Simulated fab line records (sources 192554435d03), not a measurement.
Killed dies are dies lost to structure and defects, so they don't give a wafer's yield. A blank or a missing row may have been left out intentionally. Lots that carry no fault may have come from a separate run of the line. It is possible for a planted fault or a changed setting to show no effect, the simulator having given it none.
Split-lot study | flow n5Finfet | 7 lots, 39 wafers read, on a route of 1938 steps

THE SPLIT
At N5_BEOL_M4_ILD_DEP_00 (deposits SiOC from DEMS/O2, target thk 79 nm, time 15.3 s), the setting timeS was moved away from the recipe's 15.3 s on 12 of the 39 wafers read, by -56.2% to +26.7%. The other wafers ran this setting at the recipe's value.

The file shows no step between the split and the reading.

THE READING
Values of M4_ILD_THK in nm from N5_BEOL_M4_THK_MEAS_01. A value of 78.7 nm with a standard deviation of 1 nm is what fault-free wafers of this fab line usually give.

wafer  | tool, chamber at the split | timeS as run, s | against the recipe | M4_ILD_THK, nm | against lot-mates on the recipe
L081.1 | pecvd-03, 2                | 12.19           | -20.3%             | 61.8           | -16.6
L081.2 | pecvd-03, 1                | 12.19           | -20.3%             | 61.4           | -17.0
L081.3 | pecvd-03, 0                | 12.19           | -20.3%             | 60.4           | -18.0
L081.4 | pecvd-03, 0                | 15.3            | recipe             | 78.6           | -
L081.5 | pecvd-03, 1                | 15.3            | recipe             | 77.7           | -
L081.6 | pecvd-03, 2                | 15.3            | recipe             | 78.8           | -
L085.1 | pecvd-03, 1                | 15.3            | recipe             | 77.9           | -
L085.2 | pecvd-03, 0                | 15.3            | recipe             | 77.0           | -
L085.4 | pecvd-03, 2                | 15.3            | recipe             | 80.3           | -
L089.1 | pecvd-04, 2,1              | 11.77           | -23.1%             | 60.2           | -19.5
L089.2 | pecvd-04, 0                | 11.77           | -23.1%             | 61.4           | -18.3
L089.3 | pecvd-04, 2,1              | 11.77           | -23.1%             | 60.2           | -19.5
L089.4 | pecvd-04, 1                | 15.3            | recipe             | 78.6           | -
L089.5 | pecvd-04, 2                | 15.3            | recipe             | 80.3           | -
L089.6 | pecvd-04, 0                | 15.3            | recipe             | 80.2           | -
L090.1 | pecvd-03, 1                | 6.704           | -56.2%             | 35.3           | -43.0
L090.2 | pecvd-03, 2,0              | 15.3            | recipe             | 78.7           | -
L090.3 | pecvd-03, 0                | 15.3            | recipe             | 77.3           | -
L090.4 | pecvd-03, 2,0              | 15.3            | recipe             | 78.8           | -
L090.5 | pecvd-03, 1                | 6.704           | -56.2%             | 35.8           | -42.5
L090.6 | pecvd-03, 2                | 6.704           | -56.2%             | 35.2           | -43.1
L091.1 | pecvd-04, 1                | 15.3            | recipe             | 77.6           | -
L091.2 | pecvd-04, 2                | 15.3            | recipe             | 78.0           | -
L091.3 | pecvd-04, 0                | 15.3            | recipe             | 78.3           | -
L091.4 | pecvd-04, 1,0              | 15.3            | recipe             | 79.6           | -
L091.5 | pecvd-04, 2                | 15.3            | recipe             | 79.1           | -
L091.6 | pecvd-04, 1,0              | 15.3            | recipe             | 79.6           | -
L095.1 | pecvd-03, 2                | 15.3            | recipe             | 78.9           | -
L095.2 | pecvd-03, 0                | 15.3            | recipe             | 77.4           | -
L095.3 | pecvd-03, 1                | 15.3            | recipe             | 78.7           | -
L095.4 | pecvd-03, 1                | 15.3            | recipe             | 80.4           | -
L095.5 | pecvd-03, 2                | 15.3            | recipe             | 80.9           | -
L095.6 | pecvd-03, 0                | 15.3            | recipe             | 78.1           | -
L096.1 | pecvd-04, 0                | 15.3            | recipe             | 78.6           | -
L096.2 | pecvd-04, 2                | 19.38           | +26.7%             | 98.6           | +19.9
L096.3 | pecvd-04, 1                | 15.3            | recipe             | 77.9           | -
L096.4 | pecvd-04, 0                | 19.38           | +26.7%             | 99.5           | +20.8
L096.5 | pecvd-04, 2                | 19.38           | +26.7%             | 99.6           | +20.9
L096.6 | pecvd-04, 1                | 15.3            | recipe             | 79.5           | -
When a row names more than one chamber, that row covers several wafers, and the file does not tell which wafer ran in which chamber.

THE FIT
A straight line over all 39 wafers: M4_ILD_THK changes by +0.778 nm for each +1% of timeS; r = +1.00; the points scatter about the line by 1 nm.
The same after taking each lot's own level away (the mean of its wafers on the recipe; 39 wafers): +0.776 nm for each +1%; r = +1.00; scatter 1 nm.
On that fit, the largest move of timeS shifts the reading by 44 nm.
From 78.27 to 79.70 nm: that is the span of the lots' own levels, equal to 1.4 times the standard deviation above.
The two slopes agree, so the slope changes little with the lot-to-lot level.
Check: for one of the wafers moved furthest among these (-56.2%), held out of the fit, the line's prediction against its lot-mates is -43.9 nm. Against them it came out at -43 nm.

THESE WAFERS: OTHER SPLITS
Note: prior to the reading, these wafers also went through further splits. Each is held against what the fit with the lots' levels taken away leaves over:
other split on the same wafers                  | wafers away from the commonest value | r with M4_ILD_THK (lot level and that fit taken away)
N5_ZERO_LAYER_PECVD_02 timeS                    | 15                                   | -0.21
N5_PMOS_HMC_CHANNEL_EPI_DEVELOP_08 developTimeS | 15                                   | -0.22
N5_SD_EPI_N_EPI_21 epiGrowthTimeS               | 12                                   | +0.10
N5_MOL_CONTACT_COAG_ALD_133 aldCycles           | 15                                   | -0.01
N5_BEOL_M2_ETCHBACK_99 timeS                    | 12                                   | -0.07

THE WHOLE CHAIN: every reading that the file lists as answering this split, in the file's order
step                   | what it does                                              | reading                                                                           | change (the file's fit)               | r (the file's)
N5_BEOL_M4_ILD_DEP_00  | deposits SiOC from DEMS/O2, target thk 79 nm, time 15.3 s | SiOC_of_BEOL_M4_ILD_DEP_00.thkNm (the simulator's own value, which no gauge read) | +0.778 nm for each +1% of the setting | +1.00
N5_BEOL_M4_THK_MEAS_01 |                                                           | M4_ILD_THK                                                                        | +0.779 for each +1% of the setting    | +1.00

THE FILE'S OWN FIT
M4_ILD_THK changes by +0.779 nm for each +1% of timeS, r = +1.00.
